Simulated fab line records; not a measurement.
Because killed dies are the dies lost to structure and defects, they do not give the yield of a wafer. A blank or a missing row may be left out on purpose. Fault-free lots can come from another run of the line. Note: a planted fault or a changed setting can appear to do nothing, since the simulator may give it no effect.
A lot that was struck, set against a sound lot | flow n5Finfet | 16 out of 1938 route steps
Sound: wafers L359.1, L359.3, L359.6. Wafers struck: L372.3, L372.4, L372.6. The cause is named last.
For every step that has rows: the tool of each side, followed by ch and its chambers, followed by its first start. Under that, the readings that differ: sound wafers | struck wafers | difference of the means | sigmas: that difference in standard deviations of wafers without a fault.
alike: readings with means less than 2 such deviations apart, plus words and numbers identical on both sides. not compared: withheld readings, readings lacking a value on some wafer, bounds such as >300 that could conceal the same value, and numbers that have no deviation in the record and whose values overlap.
Wherever a step has rows on one side only, a row that says differs or no value, or a row with sigmas, the two part there. When numbers do not overlap yet have no deviation, they are printed without sigmas and do not part them. Lack of a reading on every wafer of one side parts them only where that side has two or more wafers.

first, 4 steps without rows for these wafers: N5_BEOL_M4_ANNEAL_80 (time 240 s); N5_BEOL_M4_SPUTTER_81 (material Cu, target thk 4.5 nm, time 8.29 s); N5_BEOL_M4_ANNEAL_82 (time 240 s); N5_BEOL_M4_SPUTTER_86 (material Cu, target thk 4.5 nm, time 8.29 s).
N5_BEOL_M4_ANNEAL_87: time 240 s.
  sound on pvdSputter-01 at day 7 20:56; struck on pvdSputter-01 at day 11 02:40
  alike: heaterPowerW, susceptorTempC, susceptor_temp_C_max
N5_BEOL_M4_SPUTTER_88: material Cu, target thk 4.5 nm, time 8.29 s.
  sound on pvdSputter-01 at day 7 21:05; struck on pvdSputter-01 at day 11 02:48
  alike: throttleValvePct
N5_BEOL_M4_ANNEAL_89: time 240 s.
  sound on pvdSputter-01 at day 7 21:10; struck on pvdSputter-01 at day 11 02:53
  alike: heaterPowerW, susceptorTempC, susceptor_temp_C_max
then, 2 steps without rows for these wafers: N5_BEOL_M4_SPUTTER_90 (material Cu, target thk 4.5 nm, time 8.29 s); N5_BEOL_M4_ANNEAL_91 (time 240 s).
N5_BEOL_M4_SPUTTER_92: material Cu, target thk 4.5 nm, time 8.29 s.
  sound on pvdSputter-01 at day 7 21:31; struck on pvdSputter-01 at day 11 03:14
  alike: throttleValvePct
then, 2 steps without rows for these wafers: N5_BEOL_M4_ANNEAL_93 (time 240 s); N5_BEOL_M4_SPUTTER_94 (material Cu, target thk 4.5 nm, time 8.29 s).
N5_BEOL_M4_ANNEAL_95: time 240 s.
  sound on pvdSputter-01 at day 7 21:49; struck on pvdSputter-01 at day 11 03:32
  no value came back on the struck wafers for heaterPowerW (W), susceptorTempC (C), susceptor_temp_C_max; on the sound wafers heaterPowerW (W) reads 914 824 898
N5_BEOL_M4_SPUTTER_96: material Cu, target thk 4.5 nm, time 8.29 s.
  sound on pvdSputter-01 at day 7 21:58; struck on pvdSputter-01 at day 11 03:41
  alike: throttleValvePct
N5_BEOL_M4_RC_MEAS_101:
  sound on prober-01 ch 0, day 7 23:04; struck on prober-01 ch 0, day 11 05:13
  alike: DIBL_N, DIBL_P, IOFF_N, IOFF_P, ION_N, ION_P, SS_N, SS_P, VT_N, VT_P
-- the record jumps here: 4 days lie between the struck wafers' starts before and after (it left off in module BEOL_M4 and takes up again in module PASSIVATION, whose first step shown is number 1936 of the route) --
N5_PASSIVATION_PROBE_49:
  record: rows for the struck wafers here (prober-02, day 15 15:07), none for the sound ones

## WHERE THEY PART
Earliest at N5_BEOL_M4_ANNEAL_95; latest, in this record, at N5_PASSIVATION_PROBE_49.

WHY: whatever the simulator had introduced
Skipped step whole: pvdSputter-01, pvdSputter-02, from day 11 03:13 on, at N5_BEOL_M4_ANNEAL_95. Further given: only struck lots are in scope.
